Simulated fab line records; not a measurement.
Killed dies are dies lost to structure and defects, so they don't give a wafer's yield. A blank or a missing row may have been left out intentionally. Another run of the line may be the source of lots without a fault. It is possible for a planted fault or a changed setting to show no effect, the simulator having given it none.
fab line records ; flow nand_harc
record: lots: 13; wafers: 39; last_day: 33
route steps=1302 shown A_ZERO_WELL@405 A_ONON_D1@436 END@1302
lots with no fault: from the same line, run without faults
start_h: hours from the record's first day to the start of the lot's first wafer shown ; wait_h: how many hours have passed since the lot's step before this one ; " identical to the entry in the row above ; L1.1+2: one row covering several wafers at once ; - no value present, or no start provided ; * or withheld: withheld ; < > ~ a bound
route shown NAME@n: names a module that has steps shown in the file, with the first one's number in the route ; usual: mean/standard deviation taken from wafers without a fault ; same: alike in all rows ; chamber/n: place in a boat ; sites: each site's reading ; _std_site: the standard deviation of these ; _edge_site: the outer-site mean with the inner-site mean subtracted ; radius_mm: how far each site lies from the wafer's centre ; mask NAME#n: copy n ; behind: the most recent tool/chamber to have shaped the wafer ; hold: cause of the lot's hold/its duration in hours/its outcome ; device: the n, p or np transistor that did not switch ; end of line: tests of these same wafers at the route's end ; a step without rows: its recipe alone ; killed: not the wafer's yield, but the dies lost to structure and defects at the first sort ; map: a wafer's dies, x killed, . not, _ none there
set.NAME: setting as actually run; set.NAME@STEP: the setting as run at that earlier step ; model.NAME: the simulator's own value behind a step, which no gauge read
route steps across a sampled set of lots; one table per step, one row per wafer
services: when a tool's chamber went out of use (start_h, in hours from the record's first day, below 0 if earlier), for how many hours, and the reason
== steps ==
step: NHARC_A_ZERO_WELL_ETCH_13
recipe: target_depth_a: 1200; time_s: 40.1; hbr_flow_sccm: 150; cl2_flow_sccm: 50; rf_w: 400; icp_w: 400; bias_w: 100; chemistry: HBr/Cl2
usual: drypump_motor_current_A: 5.6/0.33; oes_product_au: 1.001/0.0088; rf_fwd_power_W: 394.6/2.1; throttle_valve_pct: 26.406/0.01
lot.wafer;tool;chamber;start_h;wait_h;drypump_motor_current_A;oes_product_au;rf_fwd_power_W;rf_hours_counter_h;throttle_valve_pct
L903.1;rie_si-05;0;141.26;-;5.4;0.994;393.9;0.0;26.419
L903.4;rie_si-05;1;141.26;-;5.0;0.994;394.7;0.0;26.412
L903.5;rie_si-05;0;141.26;-;5.4;1.000;393.4;-;26.401
L907.1;rie_si-06;2;188.54;-;5.4;0.995;395.8;0.6;26.412
L907.3;rie_si-06;1;188.54;-;6.0;0.995;395.8;0.7;26.421
L907.6;rie_si-06;2;188.54;-;5.4;0.994;396.3;-;26.403
L909.4;rie_si-06;3;210.00;-;5.8;1.005;397.7;0.8;26.405
L909.2;rie_si-06;1;210.00;-;6.0;1.004;397.1;0.7;26.396
L909.6;rie_si-06;0;210.00;-;5.3;1.016;390.0;-;26.405
L910.3;rie_si-06;2;224.71;-;5.4;0.991;395.1;0.9;26.411
L910.4;rie_si-06;3;224.71;-;5.8;1.012;396.3;1.0;26.391
L910.6;rie_si-06;2;224.71;-;5.4;0.994;393.7;-;26.404
L911.1;rie_si-05;0;232.98;-;5.4;1.001;394.3;0.7;26.387
L911.3;rie_si-05;2;232.98;-;5.8;0.994;397.2;0.4;26.397
L911.5;rie_si-05;1;232.98;-;5.0;1.005;398.2;-;26.407
L912.4;rie_si-05;1;243.21;-;5.0;1.003;395.0;0.7;26.410
L912.2;rie_si-05;2;243.21;-;5.8;0.987;398.9;0.5;26.382
L912.5;rie_si-05;0;243.21;-;5.4;1.001;393.8;-;26.411
L913.3;rie_si-04;3;252.49;-;5.5;0.996;394.4;0.5;26.414
L913.1;rie_si-04;1;252.49;-;5.6;1.005;394.8;0.4;26.407
L913.2;rie_si-04;2;252.49;-;5.5;0.982;399.1;0.5;26.397
L915.4;rie_si-04;1;285.79;-;5.7;1.012;394.6;0.7;26.412
L915.3;rie_si-04;2;285.79;-;5.5;0.986;394.8;0.7;26.413
L915.6;rie_si-04;0;285.79;-;5.9;1.004;396.6;-;26.422
L917.4;rie_si-05;0;286.55;-;5.4;0.988;393.9;1.0;26.417
L917.1;rie_si-05;3;286.55;-;6.2;1.013;396.5;0.9;26.410
L917.6;rie_si-05;0;286.55;-;5.4;0.995;393.8;-;26.399
L920.4;rie_si-06;3;322.63;-;5.8;1.017;396.9;0.4;26.403
L920.5;rie_si-06;1;322.63;-;6.0;1.003;395.2;-;26.392
L920.6;rie_si-06;2;322.63;-;5.4;1.005;393.8;-;26.402
L921.3;rie_si-06;1;326.79;-;6.0;0.998;394.4;0.3;26.414
L921.4;rie_si-06;2;326.79;-;5.4;0.995;394.3;0.4;26.399
L921.6;rie_si-06;0;326.79;-;5.4;1.005;390.4;-;26.395
L923.2;rie_si-05;1;347.08;-;5.0;1.007;395.7;0.2;26.398
L923.3;rie_si-05;3;347.08;-;6.2;1.017;397.0;0.1;26.394
L923.6;rie_si-05;0;347.08;-;5.4;1.007;394.1;-;26.395
L925.2;rie_si-04;0;363.66;-;5.9;1.000;393.3;0.1;26.403
L925.4;rie_si-04;1;363.66;-;5.6;0.997;392.5;0.1;26.402
L925.5;rie_si-04;0;363.66;-;5.9;1.004;393.2;-;26.397
step: NHARC_A_ONON_D1_DEP_16
recipe: target_thk_a: 10000; n2_flow_sccm: 2750; n2o_flow_sccm: 2000; nh3_flow_sccm: 500; sih4_flow_sccm: 210; temp_c: 400
usual: n2_flow_sccm: 2750/8.3
lot.wafer;tool;chamber;start_h;wait_h;n2_flow_sccm
L903.1;pecvd_onon-02;0;175.59;0.1;2745
L903.4;pecvd_onon-02;0;175.59;0.1;2739
L903.5;pecvd_onon-02;0;175.59;0.1;2755
L907.1;pecvd_onon-01;0;221.39;0.1;2741
L907.3;pecvd_onon-01;0;221.39;0.1;2758
L907.6;pecvd_onon-01;0;221.39;0.1;2761
L909.2;pecvd_onon-03;0;242.35;0.1;2758
L909.4;pecvd_onon-03;0;242.35;0.1;2755
L909.6;pecvd_onon-03;0;242.35;0.1;2750
L910.3;pecvd_onon-02;0;257.52;0.2;2746
L910.4;pecvd_onon-02;0;257.52;0.2;2758
L910.6;pecvd_onon-02;0;257.52;0.2;2746
L911.1;pecvd_onon-01;0;265.50;0.1;2746
L911.3;pecvd_onon-01;0;265.50;0.1;2743
L911.5;pecvd_onon-01;0;265.50;0.1;2753
L912.2;pecvd_onon-02;0;275.16;0.4;2749
L912.4;pecvd_onon-02;0;275.16;0.4;2744
L912.5;pecvd_onon-02;0;275.16;0.4;2745
L913.1;pecvd_onon-02;0;285.25;0.1;2738
L913.2;pecvd_onon-02;0;285.25;0.1;2739
L913.3;pecvd_onon-02;0;285.25;0.1;2739
L917.1;pecvd_onon-01;0;319.47;0.1;2751
L917.4;pecvd_onon-01;0;319.47;0.1;2761
L917.6;pecvd_onon-01;0;319.47;0.1;2754
L915.3;pecvd_onon-02;0;319.58;0.2;2751
L915.4;pecvd_onon-02;0;319.58;0.2;2739
L915.6;pecvd_onon-02;0;319.58;0.2;2763
L920.4;pecvd_onon-02;0;354.27;0.2;2756
L920.5;pecvd_onon-02;0;354.27;0.2;2737
L920.6;pecvd_onon-02;0;354.27;0.2;2743
L921.3;pecvd_onon-03;0;358.00;0.2;2757
L921.4;pecvd_onon-03;0;358.00;0.2;2756
L921.6;pecvd_onon-03;0;358.00;0.2;2754
L923.2;pecvd_onon-03;0;378.24;0.1;2749
L923.3;pecvd_onon-03;0;378.24;0.1;2751
L923.6;pecvd_onon-03;0;378.24;0.1;2746
L925.2;pecvd_onon-02;0;393.42;0.1;2753
L925.4;pecvd_onon-02;0;393.42;0.1;2741
L925.5;pecvd_onon-02;0;393.42;0.1;2756
step: NHARC_A_ONON_D1_THK_MEAS_18
recipe: thk_meas_gauge: ellipsometry
usual: thk_nm: 1002/7
lot.wafer;tool;chamber;start_h;wait_h;hold;thk_nm
L903.1;film_metro-02;-;176.10;-;-;1002
L903.4;film_metro-02;-;176.10;-;-;1004
L903.5;film_metro-02;-;176.10;-;-;1004
L907.1;film_metro-02;-;221.90;-;-;1010
L907.3;film_metro-02;-;221.90;-;-;1008
L907.6;film_metro-02;-;221.90;-;-;1010
L909.2;film_metro-02;-;242.80;-;-;994
L909.4;film_metro-02;-;242.80;-;-;994
L909.6;film_metro-02;-;242.80;-;-;993
L910.3;film_metro-01;-;257.91;-;-;1006
L910.4;film_metro-01;-;257.91;-;-;1005
L910.6;film_metro-01;-;257.91;-;-;1007
L911.1;film_metro-02;-;266.01;-;-;1008
L911.3;film_metro-02;-;266.01;-;-;1008
L911.5;film_metro-02;-;266.01;-;-;1009
L912.2;film_metro-01;-;275.61;-;-;1016
L912.4;film_metro-01;-;275.61;-;-;1014
L912.5;film_metro-01;-;275.61;-;-;1013
L913.1;film_metro-01;-;285.76;-;-;1001
L913.2;film_metro-01;-;285.76;-;-;1000
L913.3;film_metro-01;-;285.76;-;-;999
L915.3;film_metro-01;-;319.97;-;-;1001
L915.4;film_metro-01;-;319.97;-;-;999
L915.6;film_metro-01;-;319.97;-;-;998
L917.1;film_metro-02;-;319.98;-;-;1006
L917.4;film_metro-02;-;319.98;-;-;1005
L917.6;film_metro-02;-;319.98;-;-;1004
L920.4;film_metro-02;-;354.60;-;await_dispo/0.2h/release;1459
L920.5;film_metro-02;-;354.60;-;await_dispo/0.2h/release;1458
L920.6;film_metro-02;-;354.60;-;await_dispo/0.2h/release;1458
L920.4;film_metro-02;-;354.78;0.2;-;1459
L920.5;film_metro-02;-;354.78;0.2;-;1459
L920.6;film_metro-02;-;354.78;0.2;-;1458
L921.3;film_metro-02;-;358.40;-;-;1003
L921.4;film_metro-02;-;358.40;-;-;1003
L921.6;film_metro-02;-;358.40;-;-;1003
L923.2;film_metro-02;-;378.69;-;-;996
L923.3;film_metro-02;-;378.69;-;-;997
L923.6;film_metro-02;-;378.69;-;-;998
L925.2;film_metro-02;-;393.88;-;await_dispo/0.2h/release;1448
L925.4;film_metro-02;-;393.88;-;await_dispo/0.2h/release;1448
L925.5;film_metro-02;-;393.88;-;await_dispo/0.2h/release;1449
L925.2;film_metro-02;-;394.05;0.2;-;1448
L925.4;film_metro-02;-;394.05;0.2;-;1448
L925.5;film_metro-02;-;394.05;0.2;-;1447
step: NHARC_A_ONON_D1_THK_MEAS_21
recipe: thk_meas_gauge: ellipsometry
usual: thk_nm: 1000/9.8
lot.wafer;tool;chamber;start_h;wait_h;thk_nm
L903.1;film_metro-01;-;176.66;-;1005
L903.4;film_metro-01;-;176.66;-;1004
L903.5;film_metro-01;-;176.66;-;1005
L907.1;film_metro-02;-;222.47;-;1011
L907.3;film_metro-02;-;222.47;-;1008
L907.6;film_metro-02;-;222.47;-;1009
L909.2;film_metro-02;-;243.37;-;993
L909.4;film_metro-02;-;243.37;-;992
L909.6;film_metro-02;-;243.37;-;992
L910.3;film_metro-01;-;258.48;-;1005
L910.4;film_metro-01;-;258.48;-;1004
L910.6;film_metro-01;-;258.48;-;1007
L911.1;film_metro-01;-;266.58;-;1003
L911.3;film_metro-01;-;266.58;-;1001
L911.5;film_metro-01;-;266.58;-;1002
L912.2;film_metro-01;-;276.31;-;999
L912.4;film_metro-01;-;276.31;-;998
L912.5;film_metro-01;-;276.31;-;997
L913.1;film_metro-01;-;286.32;-;1003
L913.2;film_metro-01;-;286.32;-;1004
L913.3;film_metro-01;-;286.32;-;1004
L915.3;film_metro-02;-;320.54;-;1001
L915.4;film_metro-02;-;320.54;-;1002
L915.6;film_metro-02;-;320.54;-;1002
L917.1;film_metro-01;-;320.54;-;1009
L917.4;film_metro-01;-;320.54;-;1009
L917.6;film_metro-01;-;320.54;-;1007
L921.3;film_metro-01;-;358.96;-;1002
L921.4;film_metro-01;-;358.96;-;1002
L921.6;film_metro-01;-;358.96;-;1000
L923.2;film_metro-02;-;379.26;-;1004
L923.3;film_metro-02;-;379.26;-;1004
L923.6;film_metro-02;-;379.26;-;1003
step: NHARC_A_ONON_D1_THK_MEAS_24
recipe: thk_meas_gauge: ellipsometry
usual: thk_nm: 999/9.2
lot.wafer;tool;chamber;start_h;wait_h;thk_nm
L903.1;film_metro-02;-;177.23;-;979
L903.4;film_metro-02;-;177.23;-;977
L903.5;film_metro-02;-;177.23;-;980
L907.1;film_metro-01;-;223.04;-;1014
L907.3;film_metro-01;-;223.04;-;1016
L907.6;film_metro-01;-;223.04;-;1015
L909.2;film_metro-02;-;243.93;-;1006
L909.4;film_metro-02;-;243.93;-;1005
L909.6;film_metro-02;-;243.93;-;1005
L910.3;film_metro-01;-;259.05;-;1000
L910.4;film_metro-01;-;259.05;-;998
L910.6;film_metro-01;-;259.05;-;999
L911.1;film_metro-02;-;267.15;-;1006
L911.3;film_metro-02;-;267.15;-;1005
L911.5;film_metro-02;-;267.15;-;1006
L912.2;film_metro-02;-;277.01;-;1007
L912.4;film_metro-02;-;277.01;-;1008
L912.5;film_metro-02;-;277.01;-;1007
L913.1;film_metro-02;-;286.88;-;985
L913.2;film_metro-02;-;286.88;-;984
L913.3;film_metro-02;-;286.88;-;984
L917.1;film_metro-01;-;321.11;-;994
L917.4;film_metro-01;-;321.11;-;995
L917.6;film_metro-01;-;321.11;-;996
L915.3;film_metro-02;-;321.12;-;1004
L915.4;film_metro-02;-;321.12;-;1004
L915.6;film_metro-02;-;321.12;-;1002
L921.3;film_metro-01;-;359.53;-;992
L921.4;film_metro-01;-;359.53;-;991
L921.6;film_metro-01;-;359.53;-;990
L923.2;film_metro-01;-;379.82;-;1013
L923.3;film_metro-01;-;379.82;-;1012
L923.6;film_metro-01;-;379.82;-;1012
step: NHARC_END_SORT_01
recipe: temp_c: 25
usual: defect_limited_yield: 90.6/2.6; killed_at_array: 58/18; killed_at_other: 1.0/1.5; killed_at_periphery: 4/3.1; killed_dies: 64/18; killed_open: 3.4/1.9; killed_short: 2.7/1.7
same: gross_dies: 677
lot.wafer;tool;chamber;start_h;wait_h;defect_limited_yield[%];killed_at_array;killed_at_other;killed_at_periphery;killed_dies;killed_open;killed_short
L903.1;prober-02;0;585.27;2.5;91.4;55;0;3;58;3;2
L903.4;prober-02;0;587.70;3.4;90.7;53;0;10;63;7;4
L903.5;prober-02;0;588.51;3.7;92.6;43;0;7;50;6;5
L907.1;prober-02;0;625.61;2.5;90.4;56;1;8;65;5;0
L907.3;prober-02;0;627.19;3.1;87.9;75;0;7;82;8;1
L907.6;prober-02;0;629.58;4.0;88.5;67;3;8;78;4;1
L909.2;prober-02;0;637.82;2.8;91.0;56;0;5;61;2;2
L910.3;prober-01;0;664.03;3.1;86.3;75;8;10;93;2;2
L910.4;prober-01;0;664.84;3.4;85.7;84;2;11;97;4;5
L910.6;prober-01;0;666.47;4.1;85.4;85;7;7;99;3;1
L912.2;prober-01;0;671.32;2.8;92.0;45;1;8;54;3;3
L912.4;prober-01;0;672.92;3.4;90.0;62;0;6;68;5;2
L912.5;prober-01;0;673.73;3.7;90.4;53;1;11;65;4;5
L913.1;prober-01;0;678.34;2.5;93.9;40;1;0;41;1;2
L913.2;prober-01;0;679.14;2.8;92.8;48;0;1;49;5;0
L913.3;prober-01;0;679.94;3.1;92.6;49;0;1;50;4;2
L911.3;prober-02;0;680.00;3.1;90.7;60;0;3;63;4;0
L911.5;prober-02;0;681.62;3.8;91.1;57;0;3;60;4;1
killed by level:class
L903.1 A_CHANNEL_HOLE_D2:chamber_film_flake=37 A_STAIRCASE:chamber_film_flake=4 A_SLIT:chamber_film_flake=3 A_ZERO_WELL:chamber_film_flake=2 A_CONTACT:chamber_film_flake=2 P_CONTACT:geometric_particle:open=1 A_CHANNEL_FILL_D1:geometric_particle:open=1 A_ONON_D2:geometric_particle:short=1
L903.4 A_CHANNEL_HOLE_D2:chamber_film_flake=34 P_M2:chamber_film_flake=3 A_CONTACT:chamber_film_flake=3 P_M0:geometric_particle:open=2 P_M1:geometric_particle:open=2 A_DECK1_JOINT:geometric_particle:short=2 A_ZERO_WELL:chamber_film_flake=2 A_CHANNEL_HOLE_D1:chamber_film_flake=2
L903.5 A_CHANNEL_HOLE_D2:chamber_film_flake=29 P_M1:geometric_particle:open=2 A_CHANNEL_HOLE_D1:chamber_film_flake=2 A_SLIT:chamber_film_flake=2 A_CONTACT:chamber_film_flake=2 P_CONTACT:geometric_particle:open=1 P_CONTACT:geometric_particle:short=1 P_M0:geometric_particle:open=1
L907.1 A_CHANNEL_HOLE_D1:chamber_film_flake=27 A_CHANNEL_HOLE_D2:chamber_film_flake=20 A_CONTACT:chamber_film_flake=4 P_GATE:chamber_film_flake=3 P_M1:geometric_particle:open=2 A_WL_FILL:chamber_film_flake=2 P_STI:geometric_particle:open=1 P_M0:geometric_particle:open=1
L907.3 A_CHANNEL_HOLE_D2:chamber_film_flake=34 A_CHANNEL_HOLE_D1:chamber_film_flake=30 P_M0:geometric_particle:open=2 A_CHANNEL_HOLE_D2:geometric_particle:open=2 P_ZERO_WELL:chamber_film_flake=2 P_STI:chamber_film_flake=2 A_CONTACT:chamber_film_flake=2 A_ONON_D1:geometric_particle:open=1
L907.6 A_CHANNEL_HOLE_D1:chamber_film_flake=35 A_CHANNEL_HOLE_D2:chamber_film_flake=22 P_M0:geometric_particle:open=4 A_CONTACT:chamber_film_flake=4 A_STAIRCASE:chamber_film_flake=3 THIN_TSV:chamber_film_flake=3 P_GATE:chamber_film_flake=2 A_CHANNEL_FILL_D2:geometric_particle:short=1
L909.2 A_CHANNEL_HOLE_D1:chamber_film_flake=37 A_CHANNEL_HOLE_D2:chamber_film_flake=10 A_STAIRCASE:chamber_film_flake=3 A_CHANNEL_FILL_D1:chamber_film_flake=2 P_GATE:geometric_particle:short=1 P_CONTACT:geometric_particle:short=1 A_DECK1_JOINT:geometric_particle:open=1 A_CHANNEL_FILL_D2:geometric_particle:open=1
L910.3 A_CHANNEL_HOLE_D1:chamber_film_flake=36 A_SLIT:chamber_film_flake=23 THIN_TSV:chamber_film_flake=8 A_CHANNEL_HOLE_D2:chamber_film_flake=7 P_CONTACT:chamber_film_flake=6 P_M2:chamber_film_flake=2 A_SGD_CUT:chamber_film_flake=2 A_WL_FILL:chamber_film_flake=2
L910.4 A_CHANNEL_HOLE_D1:chamber_film_flake=33 A_SLIT:chamber_film_flake=27 A_CHANNEL_HOLE_D2:chamber_film_flake=13 P_CONTACT:chamber_film_flake=5 P_M2:chamber_film_flake=4 A_ONON_D1:geometric_particle:open=2 A_SGD_CUT:chamber_film_flake=2 A_CONTACT:chamber_film_flake=2
L910.6 A_CHANNEL_HOLE_D1:chamber_film_flake=36 A_SLIT:chamber_film_flake=30 A_CHANNEL_HOLE_D2:chamber_film_flake=9 THIN_TSV:chamber_film_flake=7 P_CONTACT:chamber_film_flake=4 A_CONTACT:chamber_film_flake=3 A_SGD_CUT:chamber_film_flake=2 A_STAIRCASE:chamber_film_flake=2
L912.2 A_CHANNEL_HOLE_D1:chamber_film_flake=31 A_CONTACT:chamber_film_flake=5 P_M0:chamber_film_flake=3 P_CONTACT:geometric_particle:short=1 A_SOURCE_PLATE:geometric_particle:open=1 A_ONON_D2:geometric_particle:open=1 A_SGD_CUT:geometric_particle:open=1 A_WL_FILL:geometric_particle:short=1
L912.4 A_CHANNEL_HOLE_D1:chamber_film_flake=42 A_CONTACT:chamber_film_flake=6 P_STI:chamber_film_flake=2 P_BONDPAD:chamber_film_flake=2 A_WL_FILL:chamber_film_flake=2 P_M0:geometric_particle:open=1 A_CHANNEL_FILL_D1:geometric_particle:open=1 A_CHANNEL_HOLE_D2:geometric_particle:open=1
L912.5 A_CHANNEL_HOLE_D1:chamber_film_flake=34 P_BONDPAD:chamber_film_flake=5 A_DECK1_JOINT:chamber_film_flake=4 A_STAIRCASE:chamber_film_flake=3 A_WL_FILL:chamber_film_flake=2 P_CONTACT:geometric_particle:open=1 P_CONTACT:geometric_particle:short=1 P_M0:geometric_particle:short=1
L913.1 A_CHANNEL_HOLE_D1:chamber_film_flake=26 A_CONTACT:chamber_film_flake=4 A_SGD_CUT:chamber_film_flake=3 A_STAIRCASE:chamber_film_flake=2 A_CHANNEL_FILL_D1:geometric_particle:open=1 A_M0:geometric_particle:short=1 A_M1:geometric_particle:short=1 A_CHANNEL_HOLE_D2:chamber_film_flake=1
L913.2 A_CHANNEL_HOLE_D1:chamber_film_flake=30 A_CONTACT:chamber_film_flake=6 A_STAIRCASE:chamber_film_flake=4 A_CONTACT:geometric_particle:open=3 A_SLIT:chamber_film_flake=2 A_CHANNEL_HOLE_D1:geometric_particle:open=1 A_DECK1_JOINT:geometric_particle:open=1 P_ZERO_WELL:chamber_film_flake=1
L913.3 A_CHANNEL_HOLE_D1:chamber_film_flake=34 A_STAIRCASE:chamber_film_flake=4 A_CHANNEL_HOLE_D2:chamber_film_flake=2 A_CONTACT:chamber_film_flake=2 P_M1:geometric_particle:open=1 A_ONON_D2:geometric_particle:short=1 A_CHANNEL_FILL_D2:geometric_particle:open=1 A_SGD_CUT:geometric_particle:open=1
L911.3 A_SLIT:chamber_film_flake=27 A_CHANNEL_HOLE_D2:chamber_film_flake=12 A_CHANNEL_HOLE_D1:chamber_film_flake=5 A_STAIRCASE:chamber_film_flake=3 A_CONTACT:chamber_film_flake=3 A_M0:geometric_particle:open=2 P_M2:chamber_film_flake=2 A_CHANNEL_FILL_D1:chamber_film_flake=2
L911.5 A_SLIT:chamber_film_flake=31 A_CHANNEL_HOLE_D2:chamber_film_flake=12 A_CONTACT:chamber_film_flake=3 P_ZERO_WELL:chamber_film_flake=2 A_CHANNEL_HOLE_D1:chamber_film_flake=2 P_CONTACT:geometric_particle:open=1 A_CHANNEL_FILL_D1:geometric_particle:open=1 A_SGD_CUT:geometric_particle:open=1
== services ==
tool;chamber;start_h;hours;kind
pecvd_onon-03;-;121.27;2.0;repair
rie_si-06;2;123.98;4.5;repair
rie_si-05;-;128.00;9.0;pm
rie_si-05;0;128.00;9.0;vent_cycle
rie_si-05;1;128.00;9.0;vent_cycle
rie_si-05;2;128.00;9.0;vent_cycle
rie_si-05;3;128.00;9.0;vent_cycle
rie_si-05;0;137.00;-;clean
rie_si-05;1;137.00;-;clean
rie_si-05;2;137.00;-;clean
rie_si-04;-;165.00;9.0;pm
pecvd_onon-02;-;185.00;13.0;pm
rie_si-05;2;216.86;10.0;repair
pecvd_onon-03;-;227.00;13.0;pm
rie_si-05;3;231.95;1.9;repair
rie_si-06;-;249.00;9.0;pm
pecvd_onon-01;-;269.11;13.0;pm
rie_si-06;2;291.61;2.1;repair
rie_si-05;-;305.00;9.0;pm
rie_si-04;-;342.00;9.0;pm
rie_si-05;-;348.86;0.8;repair
pecvd_onon-03;-;365.51;4.5;repair
pecvd_onon-02;-;366.00;13.0;pm
rie_si-05;0;381.36;11.0;repair
== key ==
first_sign: step: NHARC_A_ONON_D1_THK_MEAS_18; reading: visit; direction: added
effect: step: NHARC_A_ONON_D1_THK_MEAS_18; reading: thk_nm; direction: up; sigmas: 64; usual: 1002; struck: 1453
met_at NHARC_A_ONON_D1_DEP_16
struck_lots L920,L925
struck_wafers L920.4,L920.5,L920.6,L925.2,L925.4,L925.5
scrapped_behind NHARC_A_ONON_D1_THK_MEAS_18 L920.4,L920.5,L920.6,L925.2,L925.4,L925.5
not_acting_at NHARC_A_ZERO_WELL_ETCH_13,NHARC_A_ONON_D1_THK_MEAS_21,NHARC_A_ONON_D1_THK_MEAS_24
onset_between 319.58 354.27
fault: kind: process_parameter_drift; tool: pecvd_onon-02; chamber: 0; onset_h: 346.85; steps: NHARC_A_ONON_D1_DEP_16; channel: target_thk_a; offset: *; shape: step; end_h: 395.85; acts_in: *; stated: *
